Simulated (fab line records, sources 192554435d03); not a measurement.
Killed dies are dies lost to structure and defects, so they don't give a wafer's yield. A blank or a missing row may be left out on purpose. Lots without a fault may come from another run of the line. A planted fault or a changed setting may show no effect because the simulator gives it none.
fab line records | flow n5_finfet
record lots=9 wafers=26 last_day=17
route steps=1938 shown HKMG_FIN@438 BEOL_M4@1111 PASSIVATION@1936
lots that met no fault: from a run of the same line without faults
start_h: hours from the record's first day to the start of the lot's first wafer shown | wait_h: hours since the lot's step before | " the same as in the row above | L1.1+2: a row that stands for several wafers | - no value, or no start given | * or withheld: withheld | < > ~ a bound
route shown NAME@n: a module of which the file shows steps, and the number in the route of the first | usual: mean/standard deviation of fault-free wafers | same: alike in all rows | chamber/n: place in a boat | sites: the reading at each site | _std_site: their standard deviation | _edge_site: outer sites' mean less inner sites' | radius_mm: how far each site lies from the wafer's centre | mask NAME#n: copy n | behind: the tool/chamber that last shaped the wafer | hold: why the lot was held/for how many hours/how that ended | device: the transistor (n, p or np) that didn't switch | end of line: the same wafers' tests at the end of the route | a step without rows: its recipe alone | killed: dies lost to structure and defects at the first sort, not the wafer's yield | map: a wafer's dies, x killed, . not, _ none there
set.NAME: the setting as run; set.NAME@STEP: as run at that earlier step | model.NAME: the simulator's own value behind a step, which no gauge read
steps of the route over a sample of lots; a table a step, a row a wafer
services: from which hour (start_h, from the record's first day; less than 0 if before it) a tool's chamber was out of use, for how many hours, and why
## steps
# step N5_HKMG_FIN_ETCH_35
# recipe chemistry=N2/H2 target=SOC target_depth_a=2158 ion_energy_ev=65 bias_w=5 source_w=3000 time_s=243.4 pressure_mtorr=30 n2_flow_sccm=200 h2_flow_sccm=200
# usual drypump_motor_current_A=5.8/0.43 oes_product_au=0.76/0.06 rf_vpp_V=141.4/0.82 showerhead_plenum_p_Torr=2.52/0.039 throttle_valve_pct=17.90/0.24
# columns lot.wafer tool chamber start_h wait_h drypump_motor_current_A oes_product_au rf_hours_counter_h rf_vpp_V showerhead_plenum_p_Torr throttle_valve_pct
L880.1 rie_diel-01 1 78.80 0.0 5.7 0.71 209 142.0 2.52 17.96
L880.2 " 0 " " 6.5 0.95 9 140.8 2.51 17.37
L880.5 " 2 " " 5.7 0.69 - 141.4 2.51 18.18
L883.4 rie_diel-02 2 97.29 0.0 5.9 0.74 142 140.3 2.55 18.22
L883.5 " 3 " " 6.1 0.80 - 141.9 2.57 17.69
L883.6 " 2 " " 5.9 0.75 - 141.7 2.55 18.21
L884.4 rie_diel-02 0 99.27 0.0 5.6 0.81 85 141.1 2.46 17.74
L884.5 " 3 " " 6.0 0.81 - 141.6 2.57 17.69
L884.6 " 2 " " 6.0 0.76 - 142.4 2.55 18.23
L886.1 rie_diel-02 1 113.76 0.0 6.1 0.75 139 141.9 2.56 17.68
L886.4 " 0 " " 5.7 0.80 91 140.4 2.46 17.75
L886.5 " 2 " " 6.0 0.75 - 141.9 2.55 18.23
L888.1 rie_diel-05 2 123.85 0.0 5.1 0.73 153 140.3 2.44 17.93
L888.3 " 0 " " 5.1 0.69 216 140.6 2.52 17.85
L888.5 " 3 " " 5.8 0.71 - 142.8 2.52 18.18
L895.2 rie_diel-05 0 176.88 0.0 5.1 0.68 231 141.7 2.51 17.85
L895.6 " 2 " " 5.1 0.73 - 140.4 2.43 17.98
L898.3 rie_diel-02 3 184.05 0.0 6.1 0.78 120 140.6 2.56 17.74
L898.4 " 0 " " 5.6 0.79 114 140.6 2.45 17.80
L898.6 " 2 " " 6.0 0.73 - 141.1 2.54 18.28
L901.2 rie_diel-02 1 200.71 0.0 6.1 0.71 170 142.6 2.55 17.73
L901.5 " 0 " " 5.6 0.78 - 140.4 2.45 17.80
L901.6 " 1 " " 6.1 0.71 - 141.1 2.55 17.73
L902.1 rie_diel-02 0 209.16 0.0 5.6 0.77 123 140.5 2.45 17.82
L902.2 " 3 " " 6.1 0.76 128 143.0 2.55 17.76
L902.3 " 1 " " 6.1 0.71 173 142.5 2.55 17.73
# step N5_HKMG_FIN_NWFM_ALD_20
# recipe material=TiAlC target_thk_a=20 temp_c=300 ald_precursor_family=TiCl4 ald_co_reactant=TEA pulse_time_s=3 purge_time_s=2 co_reactant_purge_time_s=2 co_reactant_pulse_time_s=10 ald_cycles=7 pressure_torr=3
# usual heater_power_w=508/53 precursor_pulse_height_rel=1.002/0.019
# columns lot.wafer tool chamber start_h wait_h heater_power_w precursor_pulse_height_rel
L880.1 ald_metal-04 0 80.66 0.3 532 1.007
L880.2 " 3 " " 464 1.047
L880.5 " 0 " " 538 0.979
L883.4 ald_metal-01 1 99.14 0.1 570 0.986
L883.5 " 2 " " 541 0.999
L883.6 " 1 " " 580 0.963
L884.4 ald_metal-01 2 101.20 0.1 534 0.997
L884.5 " 3 " " 446 0.998
L884.6 " 0 " " 518 1.000
L886.1 ald_metal-01 3 115.41 0.3 446 0.971
L886.4 " 0 " " 516 0.991
L886.5 " 0 " " 530 1.023
L888.1 ald_metal-03 2 125.74 0.3 592 0.966
L888.3 " 0 " " 489 1.005
L888.5 " 2 " " 597 0.989
L895.2 ald_metal-01 0 178.53 0.3 533 1.009
L895.6 " 2 " " 529 0.990
L898.3 ald_metal-04 3 185.71 0.1 475 1.017
L898.4 " 0 " " 527 1.010
L898.6 " 1 " " 544 1.025
L901.2 ald_metal-04 0 202.42 0.3 536 0.994
L901.5 " 2 " " 442 0.986
L901.6 " 3 " " 477 0.994
L902.1 ald_metal-03 3 210.93 0.3 429 1.033
L902.2 " 0 " " 483 1.010
L902.3 " 1 " " 451 0.994
# step N5_HKMG_FIN_STRIP_90
# recipe chemistry=N2/H2 material=SOC time_s=20 power_w=500 temp_c=40 pressure_mtorr=50 rf_frequency_hz=6e+07 bias_power_w=8 h2_frac=0.5 n2_flow_sccm=300 h2_flow_sccm=300
# usual drypump_motor_current_A=5.7/0.48 oes_product_au=0.75/0.07 power_w=500.0/1.5 rf_vpp_V=54.1/0.83 showerhead_plenum_p_Torr=3.31/0.049 throttle_valve_pct=19.01/0.29
# columns lot.wafer tool chamber start_h wait_h drypump_motor_current_A oes_product_au power_w rf_hours_counter_h rf_vpp_V showerhead_plenum_p_Torr throttle_valve_pct
L880.1 rie_diel-01 1 81.16 0.0 5.7 0.70 502.1 210 54.1 3.33 19.20
L880.2 " 0 " " 6.5 0.94 497.4 10 53.6 3.31 18.38
L880.5 " 1 " " 5.7 0.70 499.5 - 54.6 3.33 19.18
L883.4 rie_diel-01 3 99.71 0.0 4.8 0.76 500.3 - 54.6 3.35 19.42
L883.5 " 2 " " 5.7 0.69 499.8 - 55.1 3.32 19.10
L883.6 " 0 " " 6.5 0.91 502.3 - 53.9 3.31 18.40
L884.4 rie_diel-05 3 101.70 0.0 5.8 0.71 498.7 186 53.4 3.33 19.22
L884.5 " 2 " " 5.2 0.74 499.7 - 54.7 3.24 19.05
L884.6 " 3 " " 5.8 0.73 497.6 - 53.7 3.33 19.22
L886.1 rie_diel-05 0 115.92 0.0 5.1 0.69 500.1 214 55.0 3.33 18.93
L886.4 " 2 " " 5.1 0.74 499.0 150 54.1 3.23 19.06
L886.5 " 0 " " 5.1 0.69 499.4 - 55.6 3.33 18.91
L888.1 rie_diel-01 1 126.24 0.0 5.8 0.70 498.9 219 54.1 3.32 19.21
L888.3 " 2 " " 5.7 0.69 500.7 245 54.5 3.31 19.14
L888.5 " 0 " " 6.5 0.90 500.5 - 54.2 3.30 18.40
L895.2 rie_diel-05 3 179.24 0.0 5.8 0.77 583.2 214 54.5 3.32 19.29
L895.6 " 2 " " 5.2 0.79 583.5 - 54.3 3.22 19.10
L898.3 rie_diel-05 2 186.38 0.0 5.1 0.79 586.2 178 54.1 3.22 19.10
L898.4 " 3 " " 5.8 0.78 583.0 - 55.1 3.31 19.28
L898.6 " 0 " " 5.1 0.74 587.0 - 53.6 3.32 18.97
L901.2 rie_diel-02 3 202.93 0.0 6.1 0.77 500.6 126 54.4 3.37 18.81
L901.5 " 0 " " 5.6 0.78 498.6 - 53.4 3.24 18.85
L901.6 " 1 " " 6.1 0.72 499.4 - 55.7 3.36 18.86
L902.1 rie_diel-02 0 211.43 0.0 5.6 0.77 502.0 124 54.1 3.24 18.85
L902.2 " 3 " " 6.1 0.76 499.4 129 54.2 3.37 18.85
L902.3 " 2 " " 6.0 0.72 500.2 183 54.3 3.35 19.44
# step N5_HKMG_FIN_CMP_94
# recipe stop_on=SiNx post_cmp_clean=w_dilute_nh4oh t_overpolish_s=4.7 down_force_psi=4 platen_rpm=50.289 pad_velocity_m_s=1.0006 target_thk_nm=43.299
# usual motor_current_A=11.2/0.77
# same t_overpolish_s=4.7
# columns lot.wafer tool chamber start_h wait_h motor_current_A
L880.2 cmp-02 0 82.86 0.4 10.3
L880.1 " 3 " " 11.6
L880.5 " 0 " " 10.4
L883.4 cmp-04 2 101.55 0.3 11.6
L883.6 " 1 " " 12.3
L883.5 " 2 " " 11.6
L884.4 cmp-04 0 103.48 0.2 11.9
L884.5 " 1 " " 12.5
L884.6 " 2 " " 10.9
L886.4 cmp-04 2 117.64 0.3 12.0
L886.1 " 0 " " 11.5
L886.5 " 2 " " 11.6
L888.3 cmp-01 2 128.00 0.3 10.8
L888.1 " 3 " " 10.7
L888.5 " 1 " " 10.3
L895.2 cmp-01 0 181.22 0.2 12.6
L895.6 " 2 " " 10.9
L898.3 cmp-02 1 188.23 0.3 11.4
L898.4 " 3 " " 11.5
L898.6 " 1 " " 10.7
L901.2 cmp-02 3 204.73 0.2 12.2
L901.6 " 0 " " 10.6
L901.5 " 1 " " 11.6
L902.2 cmp-02 3 213.16 0.3 11.7
L902.3 " 0 " " 10.5
L902.1 " 1 " " 11.1
# step N5_BEOL_M4_RC_MEAS_101
# usual DIBL_N=36.5/1.4 DIBL_P=36.5/1.6 IOFF_N=0.163/0.022 IOFF_P=0.219/0.029 ION_N=675/8.3 ION_P=464/6.2 SS_N=71.5/0.52 SS_P=73.4/0.57 VT_N=249.7/2.6 VT_P=-250/3
# columns lot.wafer tool chamber start_h wait_h DIBL_N[mV/V] DIBL_P[mV/V] IOFF_N[nA/um] IOFF_P[nA/um] ION_N[uA/um] ION_P[uA/um] SS_N[mV/dec] SS_P[mV/dec] VT_N[mV] VT_P[mV]
L880.1 prober-02 0 164.98 0.4 35.8 35.3 0.140 0.185 661 459 71.2 72.5 250.8 -250
L880.2 " 0 " " 38.3 37.5 0.177 0.224 671 462 72.1 73.1 248.6 -247
L880.5 " 0 " " 36.7 37.0 0.152 0.201 670 465 71.2 72.9 249.0 -249
L883.4 prober-02 0 196.10 0.5 35.5 37.1 0.148 0.205 671 465 71.2 73.5 253.1 -252
L883.5 " 0 " " 36.6 38.6 0.168 0.224 675 460 71.8 73.5 249.6 -252
L883.6 " 0 " " 34.2 34.9 0.125 0.172 659 456 70.9 72.6 253.6 -254
L886.1 prober-02 0 208.24 0.0 33.4 33.0 0.120 0.162 675 459 71.2 72.3 252.0 -251
L886.4 " 0 " " 35.9 36.4 0.169 0.212 688 473 72.3 73.6 247.8 -249
L886.5 " 0 " " 33.5 33.4 0.123 0.164 666 457 71.3 72.5 251.7 -254
L884.4 prober-02 0 211.63 0.5 38.0 38.5 0.187 0.234 682 462 72.1 74.0 247.6 -249
L884.5 " 0 " " 37.2 37.4 0.190 0.208 691 466 72.5 72.4 245.4 -251
L884.6 " 0 " " 37.7 38.7 0.194 0.236 687 461 72.0 73.9 246.8 -251
L888.1 prober-01 0 214.70 0.0 33.8 32.7 0.120 0.196 666 468 71.6 72.4 251.9 -247
L888.3 " 0 " " 36.2 35.5 0.155 0.244 671 464 71.3 73.1 249.2 -247
L888.5 " 0 " " 35.3 34.8 0.140 0.230 676 472 71.5 72.8 250.8 -248
L895.2 prober-01 0 279.40 0.2 38.6 37.1 0.181 0.226 682 462 72.3 73.7 246.5 -251
L895.6 " 0 " " 38.4 36.5 0.177 0.205 665 450 71.2 73.2 249.0 -254
L898.3 prober-01 0 283.00 0.3 37.9 38.8 0.177 0.227 684 464 71.6 73.8 247.7 -250
L898.4 " 0 " " 38.4 39.5 0.187 0.243 682 465 71.8 74.3 247.3 -249
L898.6 " 0 " " 39.1 39.8 0.197 0.247 685 468 71.8 74.1 247.4 -246
L901.2 prober-01 0 298.36 0.2 35.9 37.2 0.158 0.203 675 467 71.4 73.2 251.6 -253
L901.5 " 0 " " 34.6 35.2 0.136 0.166 668 458 70.9 73.3 251.9 -258
L901.6 " 0 " " 36.0 37.6 0.166 0.203 682 463 71.8 73.5 249.8 -252
L902.1 prober-02 0 310.36 0.0 35.7 37.9 0.170 0.230 681 472 72.5 73.4 250.1 -248
L902.2 " 0 " " 33.3 34.6 0.127 0.184 675 467 71.0 72.6 252.1 -251
L902.3 " 0 " " 35.0 36.6 0.151 0.217 675 465 71.1 73.3 250.0 -249
# step N5_PASSIVATION_PROBE_49
# usual defect_limited_yield=91.2/1.6 killed_at_M0_to_M3=33/11 killed_at_M4_up=15/6.2 killed_at_contacts=15/7.1 killed_at_front_end=38/12 killed_at_other=4/3.5 killed_dies=104/19 killed_open=69/14 killed_short=34/8.5 sort_bin_5_function=5.2/0.99 sort_bin_6_memory=3.3/0.77 sort_n_pass=1076/19 sort_yield_pct=91.2/1.6
# same gross_dies=1180 killed_at_back_side=0 sort_bin_4_leakage[%]=0 sort_bin_8_speed[%]=0
# columns lot.wafer tool chamber start_h wait_h defect_limited_yield[%] killed_at_M0_to_M3 killed_at_M4_up killed_at_contacts killed_at_front_end killed_at_other killed_dies killed_open killed_short sort_bin_5_function[%] sort_bin_6_memory[%] sort_n_pass sort_yield_pct[%]
L884.4 prober-01 - 311.25 0.2 91.9 39 5 12 37 2 95 67 28 5.2 2.7 1085 91.9
L884.5 prober-01 - 311.30 0.2 92.7 27 11 14 34 0 86 63 23 4.5 2.5 1094 92.7
L884.6 prober-01 - 311.35 0.3 90.2 27 18 21 50 0 116 76 40 5.8 3.7 1064 90.2
# killed by level:class
L884.4 STI_FIN_REVEAL:geometric_particle:open=11 BEOL_M2:geometric_particle:open=11 MOL_CONTACT_COAG:geometric_particle:open=10 BEOL_M1:geometric_particle:open=9 FIN_SAQP:geometric_particle:open=8 BEOL_M0_SAQP:geometric_particle:short=8 STI_FIN_REVEAL:geometric_particle:short=3 ILD0:geometric_particle:open=3
L884.5 STI_FIN_REVEAL:geometric_particle:open=15 MOL_CONTACT_COAG:geometric_particle:open=13 BEOL_M2:geometric_particle:open=9 STARTING-WAFER:geometric_particle:short=5 BEOL_M1:geometric_particle:open=4 BEOL_M0:geometric_particle:short=4 BEOL_M3:geometric_particle:open=4 BEOL_M5:geometric_particle:open=4
L884.6 STI_FIN_REVEAL:geometric_particle:open=13 MOL_CONTACT_COAG:geometric_particle:open=13 BEOL_M4:geometric_particle:open=11 FIN_SAQP:geometric_particle:open=8 MOL_CONTACT_COAG:geometric_particle:short=8 BEOL_M0_SAQP:geometric_particle:short=6 DUMMY_GATE:geometric_particle:open=5 STARTING-WAFER:geometric_particle:short=4
## services
# columns tool chamber start_h hours kind
rie_diel-02 - 55.82 15.6 pm
cmp-01 - 58.28 3.1 repair
rie_diel-05 0 62.35 5.0 repair
ald_metal-01 - 64.52 2.8 pm
ald_metal-03 1 87.34 3.2 repair
rie_diel-01 1 88.68 15.3 repair
cmp-04 - 95.41 4.0 pm
ald_metal-04 - 107.79 28.1 pm
cmp-02 - 121.46 6.8 pm
rie_diel-01 1 126.77 8.7 repair
rie_diel-05 0 141.50 9.7 repair
ald_metal-04 1 147.14 3.4 repair
ald_metal-03 1 150.45 11.6 repair
ald_metal-04 0 151.62 19.0 repair
rie_diel-05 1 163.92 15.8 repair
cmp-01 - 174.98 4.3 repair
cmp-02 - 183.81 2.2 repair
rie_diel-05 1 184.07 - clean
rie_diel-05 1 184.07 - consumable_replace:focus_ring
rie_diel-05 1 184.07 21.9 scheduled_down
rie_diel-05 1 184.07 21.9 vent_cycle
cmp-01 - 191.12 1.8 repair
ald_metal-04 - 199.22 1.0 repair
rie_diel-01 0 205.00 10.7 repair
## key
first_sign step=N5_HKMG_FIN_STRIP_90 reading=power_w direction=up sigmas=55 usual=* struck=*
effect none on later readings
met_at N5_HKMG_FIN_STRIP_90
struck_lots L895,L898
not_acting_at N5_HKMG_FIN_ETCH_35,N5_HKMG_FIN_NWFM_ALD_20,N5_HKMG_FIN_CMP_94
onset_between 115.92 179.24
fault kind=process_parameter_drift tool=rie_diel-05 chamber=- onset_h=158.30 steps=N5_HKMG_FIN_STRIP_90 channel=power_w offset=* shape=step end_h=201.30 acts_in=* stated=*
